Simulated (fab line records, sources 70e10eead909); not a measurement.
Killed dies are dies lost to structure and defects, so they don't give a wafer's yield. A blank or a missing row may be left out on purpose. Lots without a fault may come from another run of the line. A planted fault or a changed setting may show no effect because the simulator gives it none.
Chamber matching | flow nand_harc | NHARC_P_M2_PRE_CLEAN_32 on pecvd-03: 3 sister chambers
The step time 12 s. 3 wafers are shown with their chamber, then 12 later ones without.

WAFERS WITH THEIR CHAMBER
wafer  | chamber | heater_power_w (W)
L089.1 | 2       | 723
L089.2 | 0       | 636
L089.3 | 1       | 519

WAFERS WITHOUT THEIR CHAMBER
wafer  | heater_power_w (W)
L088.2 | 467
L088.5 | 464
L088.6 | 700
L093.1 | 503
L093.2 | 746
L093.5 | 491
L095.1 | 719
L095.2 | 491
L095.5 | 496
L095.3 | 729
L095.4 | 718
L095.6 | 721

WHICH CHAMBER EACH WENT THROUGH
wafer  | from the rows above     | in truth
L088.2 | 1                       | 1
L088.5 | 1                       | 1
L088.6 | can't be placed: 2 or 0 | 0
L093.1 | 1                       | 1
L093.2 | 2                       | 2
L093.5 | 1                       | 1
L095.1 | 2                       | 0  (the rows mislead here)
L095.2 | 1                       | 1
L095.5 | 1                       | 1
L095.3 | 2                       | 2
L095.4 | 2                       | 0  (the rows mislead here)
L095.6 | 2                       | 2
Placed correctly: 9 of 12. Can't be placed from these rows: 1 (the true chamber is among the candidates in 1). Placed wrongly: 2.
How it was worked out, from the rows above alone: a wafer's distance from a chamber is the root of the sum, over the readings, of the square of ((its reading less the chamber's mean) divided by the reading's scatter). The wafer belongs to the nearest chamber; if the next one is less than 2 further off, it can't be placed. A chamber's mean is the mean of its shown wafers. The scatter: with one shown wafer a chamber, the root of the mean of the squares of how far each hidden wafer lies from its nearest shown one.
